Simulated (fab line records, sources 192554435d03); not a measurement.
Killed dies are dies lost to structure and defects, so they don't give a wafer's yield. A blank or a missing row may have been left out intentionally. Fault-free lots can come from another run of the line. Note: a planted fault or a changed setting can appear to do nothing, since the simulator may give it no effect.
Chamber matching :: flow n5 finfet :: ald sin-03 running N5_MOL_CONTACT_COAG_ALD_123: 4 sister chambers
The step deposits SiNx, target thk 5 nm, pulse time 1 s, purge time 2 s. 4 wafers are shown with their chamber, then 9 later ones without.

== WAFERS, EACH WITH ITS CHAMBER ==
wafer: L083.5
chamber: 2
heater power w (W): 801

wafer: L086.1
chamber: 3
heater power w (W): 751

wafer: L086.3
chamber: 1
heater power w (W): 862

wafer: L086.4
chamber: 0
heater power w (W): 912

== WAFERS WHOSE CHAMBER IS MISSING ==
wafer: L090.1
heater power w (W): 847

wafer: L090.4
heater power w (W): 880

wafer: L090.5
heater power w (W): 742

wafer: L094.1
heater power w (W): 852

wafer: L094.5
heater power w (W): 721

wafer: L094.6
heater power w (W): 887

wafer: L097.2
heater power w (W): 794

wafer: L097.4
heater power w (W): 722

wafer: L097.6
heater power w (W): 849

== CHAMBER TAKEN BY EACH ==
wafer: L090.1
from the rows above: can't be placed: 1 or 2
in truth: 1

wafer: L090.4
from the rows above: can't be placed: 1 or 0
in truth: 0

wafer: L090.5
from the rows above: 3
in truth: 3

wafer: L094.1
from the rows above: 1
in truth: 1

wafer: L094.5
from the rows above: 3
in truth: 3

wafer: L094.6
from the rows above: can't be placed: 0 or 1
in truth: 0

wafer: L097.2
from the rows above: can't be placed: 2 or 3
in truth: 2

wafer: L097.4
from the rows above: 3
in truth: 3

wafer: L097.6
from the rows above: can't be placed: 1 or 2
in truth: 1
4 of 9 placed correctly. These rows do not allow placing 5 (true chamber among the candidates in 5). Number placed wrongly: 0.
How it was worked out, from the rows above alone: a wafer's distance from a chamber is the root of the sum, over the readings, of the square of ((its reading less the chamber's mean) divided by the reading's scatter). If the next closest chamber is less than 2 further off than the closest, the wafer can't be placed; otherwise it belongs to the closest. For every chamber, the mean is computed from those of its wafers that are shown. The scatter: root of mean squared gap, hidden wafer to nearest shown wafer, with one shown wafer a chamber.
